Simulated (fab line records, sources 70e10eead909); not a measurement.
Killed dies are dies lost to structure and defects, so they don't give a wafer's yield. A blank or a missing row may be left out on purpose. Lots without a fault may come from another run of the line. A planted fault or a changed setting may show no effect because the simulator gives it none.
A struck lot beside a sound one | flow nand_harc | 18 steps out of a route of 1302
Sound: wafers L570.1, L570.4, L570.6. Struck: wafers L581.3, L581.4, L581.6. The cause comes at the end.
At each step with rows: each side's tool, then ch and its chambers, then its first start. Under that, the readings that differ: sound wafers | struck wafers | difference of the means | sigmas: that difference in standard deviations of wafers without a fault.
alike: readings whose means differ by less than 2 such deviations, and words and numbers that are the same on both sides. not compared: withheld readings, readings that some wafer has no value for, bounds like >300 that may hide the same value, and numbers for which the record gives no deviation and whose values overlap.
The two part at a step that has a row with sigmas, a row that says differs or no value, or rows on one side only. Numbers that don't overlap but have no deviation are shown without sigmas and don't part them. A reading that every wafer of one side lacks parts them only if that side has two wafers or more.

first, 1 step without rows for these wafers: NHARC_A_SGD_CUT_ETCH_59 (etches the open film in N2/H2, target depth 260 nm, time 406.25 s).
NHARC_A_SGD_CUT_ETCH_15: etches the open film in CH3F/O2, target depth 75 nm, time 64.3 s.
  sound on rie_diel-01 ch 0,1,3; struck on rie_diel-01 ch 0,1
  alike: drypump_motor_current_A, o2_flow_sccm, oes_product_au, rf_vpp_V, showerhead_plenum_p_Torr, throttle_valve_pct
  not compared: rf_hours_counter_h
NHARC_A_SGD_CUT_ETCH_16: etches the open film in C4F8/O2/Ar, target depth 310.5 nm, time 155.2 s.
  sound on rie_diel-01 ch 2,3; struck on rie_diel-01 ch 1,2,3
  alike: oes_product_au, rf_vpp_V
  not compared: rf_hours_counter_h
then, 1 step without rows for these wafers: NHARC_A_SGD_CUT_STRIP_60 (strips in C4F8/O2/Ar).
NHARC_A_SGD_CUT_STRIP_17: strips in O2.
  sound on rie_diel-01 ch 1,3; struck on rie_diel-01 ch 1,3
  alike: drypump_motor_current_A, o2_flow_sccm, oes_product_au, rf_vpp_V, showerhead_plenum_p_Torr, throttle_valve_pct
  not compared: rf_hours_counter_h
then, 5 steps without rows for these wafers: NHARC_A_SGD_CUT_PRECLEAN_18 (cleans in SC1); NHARC_A_SGD_CUT_SRD_19; NHARC_A_SGD_CUT_DEP_20 (deposits SiO2, target thk 150 nm); NHARC_A_SGD_CUT_ANNEAL_27 (time 1800 s); NHARC_A_SGD_CUT_CMP_21 (polishes, target thk 148.19 nm).
NHARC_A_SGD_CUT_THK_MEAS_22: measures by ellipsometry.
  sound on film_metro-01, day 20 01:23; struck on film_metro-01, day 24 01:52
  alike: thk_nm
then, 1 step without rows for these wafers: NHARC_A_SGD_CUT_SRD_23.
NHARC_A_SGD_CUT_ETCH_26: etches SiO2 in dHF, target depth 45.8 nm.
  sound on wet_bench-04 ch 1,6,7, day 20 01:26; struck on wet_bench-04 ch 5,6,7, day 24 01:56
NHARC_A_SGD_CUT_ETCHBACK_24: etches the open film in CH3F/O2, target depth 50 nm, time 92.857 s.
  sound on rie_diel-07 ch 0,1,2, day 20 01:38; struck on rie_diel-01 ch 1,2,3, day 24 02:05
  alike: drypump_motor_current_A, o2_flow_sccm, oes_product_au, rf_vpp_V, showerhead_plenum_p_Torr, throttle_valve_pct
  not compared: rf_hours_counter_h
then, 1 step without rows for these wafers: NHARC_A_SGD_CUT_STRIP_28 (strips in O2, time 20 s).
NHARC_A_SGD_CUT_INSPECT_25:
  sound on defect_inspect-01, day 20 01:51; struck on defect_inspect-01, day 24 02:30
  reading          | sound       | struck         | difference | sigmas
  raw_defect_count | 377 346 450 | 1140 1054 1087 | +703       | +8
  not compared: hold
NHARC_A_SLIT_DEP_25: deposits SiO2, target thk 200 nm.
  sound on pecvd-03 ch 0,2, day 20 02:13; struck on pecvd-04 ch 0,1, day 24 13:11
  reading | sound | struck                                                                        | difference                   | sigmas
  hold    | - - - | await_dispo/10.3h/release await_dispo/10.3h/release await_dispo/10.3h/release | no value on the sound wafers |
  alike: flow_sccm, heater_power_w, showerhead_vpp_V, throttle_valve_pct
-- the record jumps here: 6 days lie between the struck wafers' starts before and after (it left off in module A_SLIT and takes up again in module END, whose first step shown is number 1302 of the route) --
NHARC_END_SORT_01:
  the record has rows for the struck wafers here (prober-02 ch 0, day 30 11:28) and none for the sound ones

WHERE THEY PART
First at NHARC_A_SGD_CUT_INSPECT_25; last, within this record, at NHARC_END_SORT_01.

WHY: what the simulator had put in
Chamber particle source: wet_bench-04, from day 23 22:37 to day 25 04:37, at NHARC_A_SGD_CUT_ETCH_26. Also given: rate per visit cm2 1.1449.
